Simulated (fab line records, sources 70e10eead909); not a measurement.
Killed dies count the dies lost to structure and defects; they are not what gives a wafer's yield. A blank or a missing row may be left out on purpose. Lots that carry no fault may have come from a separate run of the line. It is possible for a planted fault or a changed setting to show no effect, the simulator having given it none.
fab line records -- flow nandHarc
record: lots: 15, wafers: 45, lastDay: 33
route steps=1302 shown P_GATE@157 P_CONTACT@217
lots that met no fault: taken from a fault-free run of the same line
startH: the number of hours between the record's first day and the start of the first shown wafer of the lot -- waitH: hours elapsed since this lot's preceding step -- " identical to the entry in the row above -- L1.1+2: a single row standing in for several wafers -- - no value present, or no start provided -- * or withheld: withheld -- < > ~ a bound
route shown NAME@n: names a module that has steps shown in the file, with the first one's number in the route -- usual: average and standard deviation across the fault-free wafers -- same: alike in all rows -- chamber/n: place in a boat -- sites: each site's reading -- _std_site: standard deviation of those values -- _edge_site: the outer-site mean with the inner-site mean subtracted -- radiusMm: how far each site lies from the wafer's centre -- mask NAME#n: copy n -- behind: the tool/chamber that last shaped the wafer -- hold: why the lot went on hold/how many hours it stayed there/how the hold came to an end -- device: names the non-switching transistor (n, p or np) -- end of line: tests of these same wafers at the route's end -- step lacking rows: just its recipe -- killed: count of dies lost to structure and defects at first sort (not the wafer's yield) -- map: dies across one wafer; x = killed, . = not, _ = none there
set.NAME: the run value of the setting; set.NAME@STEP: its run value at that earlier step -- model.NAME: the simulator's own value behind a step, which no gauge read
one table for each step of the route and one row for each wafer, over a sample of lots
services: the hour from which a tool's chamber was out of use, counted from the record's first day as startH (under 0 if before that day), plus the number of hours and why
== steps ==
step: NHARC_P_GATE_STRIP_101
recipe: timeS: 20, o2FlowSccm: 500, arFlowSccm: 0, biasW: 0, chemistry: O2
usual: drypumpMotorCurrentA: 5.9/0.39, oesProductAu: 1.001/0.0095, rfVppV: 57.9/0.86, showerheadPlenumPTorr: 3.53/0.15, throttleValvePct: 17.037/0.0086
lot.wafer,tool,chamber,startH,waitH,drypumpMotorCurrentA,oesProductAu,rfHoursCounterH,rfVppV,showerheadPlenumPTorr,throttleValvePct
L364.1,rieDiel-06,0,123.22,0.1,6.6,1.023,7.6,58.0,3.34,17.039
L364.2,rieDiel-06,2,123.22,0.1,5.9,0.995,7.6,58.6,3.47,17.037
L364.5,rieDiel-06,0,123.22,0.1,6.6,1.021,-,56.9,3.34,17.049
L365.4,rieDiel-13,3,137.42,0.1,6.5,1.014,9.6,57.1,3.38,17.015
L365.1,rieDiel-13,0,137.42,0.1,5.3,1.003,8.9,58.7,3.61,17.025
L365.6,rieDiel-13,2,137.42,0.1,5.4,0.983,-,57.2,3.78,17.057
L366.4,rieDiel-13,2,137.98,0.1,5.4,0.997,10.0,57.6,3.78,17.037
L366.5,rieDiel-13,2,137.98,0.1,5.4,0.985,-,59.1,3.77,17.035
L366.6,rieDiel-13,3,137.98,0.1,6.5,1.014,-,57.7,3.38,17.046
L367.2,rieDiel-02,0,152.67,0.1,5.8,0.995,5.2,58.8,3.73,17.038
L367.1,rieDiel-02,2,152.67,0.1,5.9,0.993,6.3,60.1,3.40,17.050
L367.5,rieDiel-02,2,152.67,0.1,5.9,0.988,-,57.1,3.40,17.031
L372.2,rieDiel-02,3,204.41,0.1,5.8,0.999,7.7,57.7,3.60,17.047
L372.3,rieDiel-02,0,204.41,0.1,5.8,1.000,7.8,59.5,3.73,17.032
L372.5,rieDiel-02,0,204.41,0.1,5.8,1.000,-,58.4,3.73,17.043
L374.3,rieDiel-06,0,225.75,0.1,6.6,1.016,5.0,57.7,3.34,17.025
L374.2,rieDiel-06,2,225.75,0.1,5.9,1.027,6.7,58.8,3.47,17.040
L374.5,rieDiel-06,0,225.75,0.1,6.6,1.004,-,58.6,3.34,17.027
L376.2,rieDiel-02,3,234.34,0.1,5.8,0.991,1.4,57.1,3.60,17.028
L376.3,rieDiel-02,2,234.34,0.1,5.9,0.997,1.8,57.4,3.40,17.040
L376.5,rieDiel-02,0,234.34,0.1,5.8,1.008,-,58.2,3.73,17.037
L377.2,rieDiel-02,0,251.26,0.1,5.8,0.995,2.1,58.7,3.73,17.045
L377.3,rieDiel-02,1,251.26,0.1,5.6,0.991,2.6,58.1,3.65,17.035
L377.6,rieDiel-02,0,251.26,0.1,5.8,0.997,-,56.6,3.73,17.038
L378.3,rieDiel-06,2,251.48,0.1,5.9,1.009,8.4,58.0,3.47,17.035
L378.4,rieDiel-06,3,251.48,0.1,5.4,1.001,8.5,57.2,3.60,17.016
L378.2,rieDiel-06,1,251.48,0.1,5.9,1.001,6.3,57.5,3.34,17.048
L379.3,rieDiel-06,1,271.06,0.1,6.0,1.003,7.7,58.0,3.34,17.034
L379.4,rieDiel-06,0,271.06,0.1,6.6,1.006,8.9,56.2,3.34,17.038
L379.5,rieDiel-06,1,271.06,0.1,5.9,0.992,-,58.5,3.34,17.022
L380.2,rieDiel-13,1,282.12,0.1,5.8,0.987,4.8,58.8,3.50,17.024
L380.5,rieDiel-13,1,282.12,0.1,5.8,0.992,-,57.3,3.50,17.021
L380.6,rieDiel-13,2,282.12,0.1,5.4,0.981,-,58.9,3.77,17.025
L381.4,rieDiel-13,0,286.87,0.1,5.3,1.005,4.9,57.9,3.61,17.033
L381.1,rieDiel-13,1,286.87,0.1,5.8,0.989,4.9,57.9,3.50,17.028
L381.5,rieDiel-13,3,286.87,0.1,6.5,1.017,-,55.6,3.37,17.028
L382.1,rieDiel-13,0,308.38,0.1,5.3,1.002,5.6,58.7,3.61,17.044
L382.5,rieDiel-13,3,308.38,0.1,6.5,1.012,-,59.3,3.37,17.037
L382.6,rieDiel-13,0,308.38,0.1,5.3,0.996,-,58.3,3.61,17.049
L383.3,rieDiel-13,0,314.90,0.1,5.3,0.996,5.7,57.0,3.61,17.042
L383.2,rieDiel-13,3,314.90,0.1,6.5,1.013,5.7,56.0,3.37,17.033
L383.5,rieDiel-13,0,314.90,0.1,5.3,0.993,-,57.6,3.61,17.026
L384.3,rieDiel-13,0,315.07,0.1,5.3,0.991,5.7,56.5,3.61,17.033
L384.4,rieDiel-13,1,315.07,0.1,5.8,0.984,5.7,58.1,3.50,17.028
L384.5,rieDiel-13,2,315.07,0.1,5.4,0.997,-,58.5,3.77,17.044
step: NHARC_P_GATE_RTA_82
recipe: tempC: 450, timeS: 30
usual: lampPowerPct: 3.64/0.13, lamp_zone_2_pct: 3.64/0.13, wafer_temp_C_max: 452.5/0.52
lot.wafer,tool,chamber,startH,waitH,lampPowerPct,lamp_zone_2_pct,wafer_temp_C_max
L364.1,rtpAnneal-02,0,130.37,-,3.56,3.56,452.7
L364.2,rtpAnneal-02,0,130.37,-,3.55,3.56,453.4
L364.5,rtpAnneal-02,0,130.37,-,3.56,3.55,452.2
L365.1,rtpAnneal-02,0,144.42,-,3.55,3.55,452.5
L365.4,rtpAnneal-02,0,144.42,-,3.55,3.55,453.5
L365.6,rtpAnneal-02,0,144.42,-,3.56,3.55,452.5
L366.4,rtpAnneal-02,0,145.21,-,3.55,3.54,452.4
L366.5,rtpAnneal-02,0,145.21,-,3.55,3.55,452.8
L366.6,rtpAnneal-02,0,145.21,-,3.56,3.55,452.6
L367.1,rtpAnneal-01,0,159.68,-,3.84,3.84,451.8
L367.2,rtpAnneal-01,0,159.68,-,3.84,3.84,451.7
L367.5,rtpAnneal-01,0,159.68,-,3.84,3.84,451.9
L372.2,rtpAnneal-01,0,211.80,-,3.85,3.84,452.0
L372.3,rtpAnneal-01,0,211.80,-,3.85,3.85,451.9
L372.5,rtpAnneal-01,0,211.80,-,3.85,3.84,452.7
L374.2,rtpAnneal-02,0,233.07,-,3.55,3.55,453.2
L374.3,rtpAnneal-02,0,233.07,-,3.55,3.55,452.8
L374.5,rtpAnneal-02,0,233.07,-,3.55,3.55,452.8
L376.2,rtpAnneal-02,0,241.53,-,3.55,3.55,452.2
L376.3,rtpAnneal-02,0,241.53,-,3.55,3.55,452.3
L376.5,rtpAnneal-02,0,241.53,-,3.55,3.55,451.9
L377.2,rtpAnneal-02,0,258.65,-,3.55,3.56,452.5
L377.3,rtpAnneal-02,0,258.65,-,3.55,3.55,451.3
L377.6,rtpAnneal-02,0,258.65,-,3.56,3.55,451.9
L378.2,rtpAnneal-02,0,259.42,-,3.55,3.55,452.6
L378.3,rtpAnneal-02,0,259.42,-,3.55,3.55,452.6
L378.4,rtpAnneal-02,0,259.42,-,3.55,3.55,452.0
L379.3,rtpAnneal-01,0,278.38,-,3.85,3.84,452.5
L379.4,rtpAnneal-01,0,278.38,-,3.84,3.84,452.6
L379.5,rtpAnneal-01,0,278.38,-,3.84,3.84,452.1
L380.2,rtpAnneal-01,0,289.33,-,3.84,3.84,451.9
L380.5,rtpAnneal-01,0,289.33,-,3.84,3.85,452.0
L380.6,rtpAnneal-01,0,289.33,-,3.85,3.84,451.8
L381.1,rtpAnneal-02,0,294.08,-,3.55,3.55,452.5
L381.4,rtpAnneal-02,0,294.08,-,3.55,3.55,452.5
L381.5,rtpAnneal-02,0,294.08,-,3.55,3.55,452.2
L382.1,rtpAnneal-02,0,315.62,-,3.55,3.55,452.8
L382.5,rtpAnneal-02,0,315.62,-,3.56,3.55,452.5
L382.6,rtpAnneal-02,0,315.62,-,3.55,3.55,452.5
L383.2,rtpAnneal-01,0,321.94,-,3.84,3.84,451.7
L383.3,rtpAnneal-01,0,321.94,-,3.85,3.83,452.1
L383.5,rtpAnneal-01,0,321.94,-,3.84,3.85,452.7
L384.3,rtpAnneal-02,0,322.28,-,3.55,3.55,452.6
L384.4,rtpAnneal-02,0,322.28,-,3.55,3.55,452.6
L384.5,rtpAnneal-02,0,322.28,-,3.55,3.55,452.4
step: NHARC_P_CONTACT_DEP_30
recipe: targetThkA: 300, tempC: 400, targetThkNm: 30, flowSccm: 200, rfW: 450, material: SiNx
usual: heaterPowerW: 717/93, rfFwdPowerW: 448.6/1.4
lot.wafer,tool,chamber,startH,waitH,heaterPowerW,rfFwdPowerW
L364.1,pecvd-04,2,130.63,0.1,874,448.2
L364.2,pecvd-04,1,130.63,0.1,644,450.0
L364.5,pecvd-04,0,130.63,0.1,802,445.5
L365.1,pecvd-01,1,144.73,0.1,677,449.4
L365.6,pecvd-01,0,144.73,0.1,529,448.5
L365.4,pecvd-01,1,144.73,0.1,690,447.2
L366.5,pecvd-04,0,145.51,0.2,713,447.7
L366.4,pecvd-04,1,145.51,0.2,643,446.2
L366.6,pecvd-04,2,145.51,0.2,891,448.9
L366.5,pecvd-04,0,145.97,-,728,447.2
L366.4,pecvd-04,1,145.97,-,644,449.2
L366.6,pecvd-04,2,145.97,-,891,450.2
L367.1,pecvd-03,2,159.95,0.1,760,449.4
L367.2,pecvd-03,0,159.95,0.1,740,445.5
L367.5,pecvd-03,1,159.95,0.1,767,451.1
L372.3,pecvd-03,2,212.03,0.1,727,448.8
L372.2,pecvd-03,0,212.03,0.1,654,447.3
L372.5,pecvd-03,0,212.03,0.1,647,446.6
L372.3,pecvd-03,2,212.49,-,750,447.7
L372.2,pecvd-03,0,212.49,-,671,446.9
L372.5,pecvd-03,0,212.49,-,643,449.2
L374.3,pecvd-04,0,233.30,0.1,840,449.4
L374.2,pecvd-04,2,233.30,0.1,809,448.8
L374.5,pecvd-04,0,233.30,0.1,827,451.1
L374.3,pecvd-04,0,233.76,-,829,447.1
L374.2,pecvd-04,2,233.76,-,791,446.6
L374.5,pecvd-04,0,233.76,-,841,448.0
L376.3,pecvd-04,1,241.77,0.1,607,445.9
L376.2,pecvd-04,2,241.77,0.1,851,447.7
L376.5,pecvd-04,1,241.77,0.1,601,446.7
L377.2,pecvd-01,0,258.92,0.1,664,448.0
L377.3,pecvd-01,1,258.92,0.1,641,449.3
L377.6,pecvd-01,2,258.92,0.1,682,449.1
L378.3,pecvd-03,2,259.70,0.1,678,447.9
L378.2,pecvd-03,0,259.70,0.1,626,449.1
L378.4,pecvd-03,0,259.70,0.1,625,447.4
L379.3,pecvd-03,1,278.59,0.1,688,449.2
L379.4,pecvd-03,2,278.59,0.1,658,448.0
L379.5,pecvd-03,0,278.59,0.1,658,446.2
L380.2,pecvd-01,1,289.64,0.1,670,449.6
L380.5,pecvd-01,0,289.64,0.1,638,448.5
L380.6,pecvd-01,1,289.64,0.1,674,448.0
L381.1,pecvd-03,0,294.39,0.1,712,448.4
L381.4,pecvd-03,2,294.39,0.1,679,448.7
L381.5,pecvd-03,1,294.39,0.1,738,449.7
L382.1,pecvd-04,1,315.89,0.1,629,451.3
L382.6,pecvd-04,2,315.89,0.1,950,449.3
L382.5,pecvd-04,0,315.89,0.1,833,447.1
L383.2,pecvd-03,1,322.21,0.1,791,449.6
L383.3,pecvd-03,2,322.21,0.1,734,448.3
L383.5,pecvd-03,1,322.21,0.1,788,449.1
L384.3,pecvd-04,1,322.49,0.1,554,446.9
L384.4,pecvd-04,1,322.49,0.1,544,447.8
L384.5,pecvd-04,0,322.49,0.1,839,448.0
step: NHARC_P_CONTACT_ETCH_31
recipe: targetDepthA: 300, timeS: 85.7, ionEnergyEv: 120, overEtchFrac: 1, ch3fFlowSccm: 50, o2FlowSccm: 30, arFlowSccm: 200, rfW: 500, biasW: 100, chemistry: CH3F/O2
usual: ch3fFlowSccm: 49.99/0.14, drypumpMotorCurrentA: 5.9/0.43, oesProductAu: 0.980/0.014, rfFwdPowerW: 495.9/1.6, rfVppV: 243.5/1.3, showerheadPlenumPTorr: 2.41/0.083, throttleValvePct: 20.662/0.0093
lot.wafer,tool,chamber,startH,waitH,ch3fFlowSccm,drypumpMotorCurrentA,oesProductAu,rfFwdPowerW,rfHoursCounterH,rfVppV,showerheadPlenumPTorr,throttleValvePct
L364.2,rieDiel-11,3,-,-,49.89,6.2,0.989,497.6,1.1,243.3,2.44,20.652
L364.1,rieDiel-11,1,-,-,50.04,5.9,0.961,494.4,1.6,244.0,2.41,20.651
L364.5,rieDiel-11,0,-,-,49.94,6.3,0.975,500.1,-,243.5,2.39,20.667
L365.1,rieDiel-11,3,-,-,49.87,6.3,0.976,493.4,1.6,244.8,2.44,20.661
L365.4,rieDiel-11,0,-,-,49.83,6.2,0.990,495.0,1.9,245.2,2.39,20.668
L365.6,rieDiel-11,2,-,-,49.70,6.0,0.964,495.4,-,245.1,2.41,20.660
L366.4,rieDiel-12,0,-,-,50.24,5.5,0.988,498.3,1.0,244.6,2.48,20.670
L366.6,rieDiel-12,2,-,-,49.99,5.7,0.972,496.0,-,241.1,2.31,20.660
L366.5,rieDiel-12,3,-,-,49.84,5.9,0.987,497.0,-,241.6,2.31,20.665
L367.1,rieDiel-12,0,-,-,50.02,5.5,0.976,496.9,1.3,242.4,2.48,20.660
L367.2,rieDiel-12,2,-,-,49.89,5.7,0.966,495.0,1.5,241.5,2.31,20.654
L367.5,rieDiel-12,0,-,-,49.97,5.5,0.975,497.5,-,244.8,2.48,20.658
L372.2,rieDiel-01,0,-,-,49.97,6.4,0.989,492.9,7.9,244.6,2.62,20.661
L372.3,rieDiel-01,1,-,-,50.10,5.5,0.984,495.2,9.3,242.9,2.38,20.653
L372.5,rieDiel-01,0,-,-,49.95,6.4,0.985,494.7,-,245.9,2.62,20.664
L374.3,rieDiel-01,3,-,-,50.08,6.5,0.993,496.0,0.5,242.7,2.39,20.685
L374.2,rieDiel-01,0,-,-,50.00,6.4,0.993,495.1,0.5,246.7,2.62,20.660
L374.5,rieDiel-01,2,-,-,49.95,5.4,0.993,497.8,-,244.0,2.46,20.665
L376.3,rieDiel-12,2,-,-,50.02,5.7,0.983,495.8,3.6,243.7,2.31,20.663
L376.2,rieDiel-12,3,-,-,50.20,5.9,1.003,495.1,3.6,241.3,2.31,20.662
L376.5,rieDiel-12,2,-,-,49.97,5.7,0.986,496.2,-,243.7,2.31,20.659
L377.3,rieDiel-01,2,-,-,50.17,5.4,1.007,495.2,1.6,243.9,2.46,20.656
L377.2,rieDiel-01,3,-,-,49.84,6.5,0.975,495.0,1.8,243.5,2.39,20.673
L377.6,rieDiel-01,3,-,-,49.92,6.5,0.977,496.6,-,241.1,2.39,20.668
L378.3,rieDiel-12,0,-,-,49.91,5.5,0.985,495.0,4.1,243.4,2.48,20.679
L378.2,rieDiel-12,1,-,-,50.13,5.0,0.997,496.6,4.2,242.6,2.30,20.672
L378.4,rieDiel-12,2,-,-,49.90,5.7,0.972,497.1,4.3,242.6,2.31,20.658
L379.3,rieDiel-12,0,-,-,50.20,5.5,0.967,495.5,0.4,245.5,2.48,20.669
L379.4,rieDiel-12,1,-,-,49.88,5.0,0.988,500.4,0.3,243.0,2.30,20.646
L379.5,rieDiel-12,0,-,-,50.07,5.5,0.962,497.5,-,244.9,2.48,20.658
L380.2,rieDiel-12,1,-,-,49.98,5.0,0.989,496.2,0.6,242.3,2.30,20.666
L380.5,rieDiel-12,1,-,-,49.81,5.0,0.979,497.9,-,242.5,2.30,20.657
L380.6,rieDiel-12,2,-,-,49.96,5.7,0.989,495.5,-,242.3,2.31,20.648
L381.1,rieDiel-11,2,-,-,49.83,6.0,0.989,494.0,0.8,244.2,2.41,20.660
L381.4,rieDiel-11,3,-,-,50.06,6.3,0.971,497.0,1.0,243.4,2.44,20.656
L381.5,rieDiel-11,2,-,-,49.95,6.0,0.985,494.9,-,243.1,2.41,20.668
L382.1,rieDiel-11,2,-,-,50.15,6.0,0.963,496.0,1.5,245.1,2.41,20.668
L382.5,rieDiel-11,1,-,-,50.03,5.9,0.947,496.6,-,244.2,2.41,20.658
L382.6,rieDiel-11,2,-,-,49.90,6.0,0.967,494.1,-,244.0,2.41,20.683
L383.2,rieDiel-11,3,-,-,50.06,6.3,0.987,496.7,2.0,244.3,2.44,20.677
L383.3,rieDiel-11,0,-,-,49.96,6.2,0.975,496.5,2.0,243.4,2.39,20.659
L383.5,rieDiel-11,2,-,-,50.13,6.0,0.998,495.0,-,244.1,2.41,20.670
L384.3,rieDiel-01,3,-,-,50.14,6.5,0.977,495.4,4.8,242.8,2.39,20.670
L384.4,rieDiel-01,0,-,-,50.32,6.4,0.988,494.2,4.5,247.3,2.62,20.646
L384.5,rieDiel-01,0,-,-,50.06,6.4,0.991,492.7,-,245.2,2.62,20.662
== services ==
tool,chamber,startH,hours,kind
rieDiel-06,1,105.97,3.8,repair
rieDiel-01,0,112.13,8.7,repair
rieDiel-02,-,115.84,0.9,repair
rieDiel-13,0,119.54,2.7,repair
rieDiel-02,-,120.18,4.4,repair
rieDiel-06,-,130.20,9.0,pm
rieDiel-02,1,138.80,16.8,repair
rieDiel-13,-,165.00,9.0,pm
rieDiel-12,3,184.98,2.4,repair
pecvd-03,-,185.04,13.0,pm
rieDiel-12,-,190.07,0.3,repair
rieDiel-02,2,200.61,24.7,repair
rieDiel-13,2,201.24,54.4,repair
rieDiel-02,-,216.70,9.0,pm
rieDiel-01,-,218.71,9.0,pm
rieDiel-13,-,222.33,19.4,repair
rieDiel-06,1,228.87,3.5,repair
pecvd-03,-,242.89,1.2,repair
rieDiel-11,-,255.50,9.0,pm
rieDiel-12,-,268.40,9.0,pm
pecvd-04,-,269.00,13.0,pm
rieDiel-02,1,296.97,14.7,repair
rieDiel-13,-,296.98,0.4,repair
pecvd-04,2,298.47,13.5,repair
== key ==
firstSign: step: NHARC_P_CONTACT_DEP_30, reading: visit, direction: added
effect none on later readings
metAt NHARC_P_CONTACT_DEP_30
struckLots L366,L372,L374
sortLeftOut L366.4,L366.5,L366.6,L372.2,L372.3,L372.5,L374.2,L374.3,L374.5
testerLeftOut L366,L372,L374
notActingAt NHARC_P_GATE_STRIP_101,NHARC_P_GATE_RTA_82,NHARC_P_CONTACT_ETCH_31
fault: kind: repeatedStepWhole, tool: pecvd-01,pecvd-03,pecvd-04, chamber: -, onsetH: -, steps: NHARC_P_CONTACT_DEP_30, times: 1, scope: struckLotsOnly
testerLeftOut: of these lots the tester's yield and bins aren't shown, on N5 and GAA mostly nor the transistor test; their killed dies are dies lost to structure and defects alone, not to doping, threshold or leakage, so they don't give the yield
sortLeftOut: the simulated sort isn't trusted on such a fault, so these wafers' sort isn't shown, and their yield isn't known
